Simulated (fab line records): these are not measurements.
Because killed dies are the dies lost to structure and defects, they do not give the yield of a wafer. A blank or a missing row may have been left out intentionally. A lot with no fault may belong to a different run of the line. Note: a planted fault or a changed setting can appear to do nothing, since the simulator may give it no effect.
Split-lot experiment :: flow n5 finfet :: 21 wafers read across 7 lots, on a route 1938 steps long

== SPLIT DETAILS ==
At N5_BEOL_M0_SAQP_DESCUM_45 (chemistry O2, time 7 s), the setting time s was moved away from the recipe's 7 s on 9 of the 21 wafers read, by -20.3% to +21.9%. The other wafers ran this setting at the recipe's value.

The split's own step is where the reading is taken.

== THE READING ==
CAR-EUV_of_BEOL_M0_SAQP_COAT_34.thk nm (the simulator's own value, which no gauge read), in nm, at N5_BEOL_M0_SAQP_DESCUM_45 (chemistry O2, time 7 s). There is no usual value for it anywhere in the file. Across the 12 wafers here that went through the recipe, the average is 26.1 nm and the standard deviation 0.12 nm.

wafer: L076.2
tool, chamber at the split: rie diel-04, 3
time s as run, s: 7
against the recipe: recipe
CAR-EUV_of_BEOL_M0_SAQP_COAT_34.thk nm, nm: 26
against lot-mates on the recipe: -

wafer: L076.3
tool, chamber at the split: rie diel-04, 2
time s as run, s: 7
against the recipe: recipe
CAR-EUV_of_BEOL_M0_SAQP_COAT_34.thk nm, nm: 26
against lot-mates on the recipe: -

wafer: L076.6
tool, chamber at the split: rie diel-04, 1
time s as run, s: 5.581
against the recipe: -20.3%
CAR-EUV_of_BEOL_M0_SAQP_COAT_34.thk nm, nm: 26.6
against lot-mates on the recipe: +0.6

wafer: L084.1
tool, chamber at the split: rie diel-04, 2
time s as run, s: 7
against the recipe: recipe
CAR-EUV_of_BEOL_M0_SAQP_COAT_34.thk nm, nm: 26
against lot-mates on the recipe: -

wafer: L084.5
tool, chamber at the split: rie diel-04, 2,3
time s as run, s: 5.62
against the recipe: -19.7%
CAR-EUV_of_BEOL_M0_SAQP_COAT_34.thk nm, nm: 26.6
against lot-mates on the recipe: +0.6

wafer: L084.6
tool, chamber at the split: rie diel-04, 2,3
time s as run, s: 5.62
against the recipe: -19.7%
CAR-EUV_of_BEOL_M0_SAQP_COAT_34.thk nm, nm: 26.6
against lot-mates on the recipe: +0.6

wafer: L088.1
tool, chamber at the split: rie diel-04, 1
time s as run, s: 8.535
against the recipe: +21.9%
CAR-EUV_of_BEOL_M0_SAQP_COAT_34.thk nm, nm: 25.2
against lot-mates on the recipe: -0.8

wafer: L088.4
tool, chamber at the split: rie diel-04, 0
time s as run, s: 8.535
against the recipe: +21.9%
CAR-EUV_of_BEOL_M0_SAQP_COAT_34.thk nm, nm: 25.2
against lot-mates on the recipe: -0.8

wafer: L088.5
tool, chamber at the split: rie diel-04, 3
time s as run, s: 7
against the recipe: recipe
CAR-EUV_of_BEOL_M0_SAQP_COAT_34.thk nm, nm: 26
against lot-mates on the recipe: -

wafer: L089.2
tool, chamber at the split: rie diel-03, 3,1
time s as run, s: 7
against the recipe: recipe
CAR-EUV_of_BEOL_M0_SAQP_COAT_34.thk nm, nm: 26.2
against lot-mates on the recipe: -

wafer: L089.5
tool, chamber at the split: rie diel-03, 3,1
time s as run, s: 7
against the recipe: recipe
CAR-EUV_of_BEOL_M0_SAQP_COAT_34.thk nm, nm: 26.2
against lot-mates on the recipe: -

wafer: L089.6
tool, chamber at the split: rie diel-03, 2
time s as run, s: 7
against the recipe: recipe
CAR-EUV_of_BEOL_M0_SAQP_COAT_34.thk nm, nm: 26.2
against lot-mates on the recipe: -

wafer: L090.3
tool, chamber at the split: rie diel-04, 3,0
time s as run, s: 6.186
against the recipe: -11.6%
CAR-EUV_of_BEOL_M0_SAQP_COAT_34.thk nm, nm: 26.4
against lot-mates on the recipe: +0.4

wafer: L090.6
tool, chamber at the split: rie diel-04, 3,0
time s as run, s: 6.186
against the recipe: -11.6%
CAR-EUV_of_BEOL_M0_SAQP_COAT_34.thk nm, nm: 26.4
against lot-mates on the recipe: +0.4

wafer: L090.5
tool, chamber at the split: rie diel-04, 3
time s as run, s: 7
against the recipe: recipe
CAR-EUV_of_BEOL_M0_SAQP_COAT_34.thk nm, nm: 26
against lot-mates on the recipe: -

wafer: L093.2
tool, chamber at the split: rie diel-03, 3
time s as run, s: 6.34
against the recipe: -9.4%
CAR-EUV_of_BEOL_M0_SAQP_COAT_34.thk nm, nm: 26.4
against lot-mates on the recipe: +0.0

wafer: L093.4
tool, chamber at the split: rie diel-03, 0
time s as run, s: 6.34
against the recipe: -9.4%
CAR-EUV_of_BEOL_M0_SAQP_COAT_34.thk nm, nm: 26.6
against lot-mates on the recipe: +0.2

wafer: L093.5
tool, chamber at the split: rie diel-03, 1
time s as run, s: 7
against the recipe: recipe
CAR-EUV_of_BEOL_M0_SAQP_COAT_34.thk nm, nm: 26.4
against lot-mates on the recipe: -

wafer: L094.2
tool, chamber at the split: rie diel-03, 0
time s as run, s: 7
against the recipe: recipe
CAR-EUV_of_BEOL_M0_SAQP_COAT_34.thk nm, nm: 26.2
against lot-mates on the recipe: -

wafer: L094.4
tool, chamber at the split: rie diel-03, 2
time s as run, s: 7
against the recipe: recipe
CAR-EUV_of_BEOL_M0_SAQP_COAT_34.thk nm, nm: 26.2
against lot-mates on the recipe: -

wafer: L094.6
tool, chamber at the split: rie diel-03, 1
time s as run, s: 7
against the recipe: recipe
CAR-EUV_of_BEOL_M0_SAQP_COAT_34.thk nm, nm: 26.2
against lot-mates on the recipe: -
When a row names more than one chamber, that row covers several wafers, and the file does not tell which wafer ran in which chamber.

FIT RESULTS
A straight line over all 21 wafers: CAR-EUV_of_BEOL_M0_SAQP_COAT_34.thk nm changes by -0.0327 nm for each +1% of time s; r = -0.93; the points scatter about the line by 0.14 nm.
The same after taking each lot's own level away (the mean of its wafers on the recipe; 21 wafers): -0.0323 nm for each +1%; r = -0.98; scatter 0.075 nm.
That fit puts the effect of the largest move of time s on the reading at 0.71 nm.
From 26.00 to 26.40 nm: that is the span of the lots' own levels, equal to 3.2 times the standard deviation above.
So the lot-to-lot level changes the slope little: the two slopes agree.
Check: for one of the wafers moved furthest among these (+21.9%), held out of the fit, the line's prediction against its lot-mates is -0.715 nm. Against them it came out at -0.8 nm.

== FILE'S OWN FIT ==
CAR-EUV_of_BEOL_M0_SAQP_COAT_34.thk nm changes by -0.0313 nm for each +1% of time s, r = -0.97.
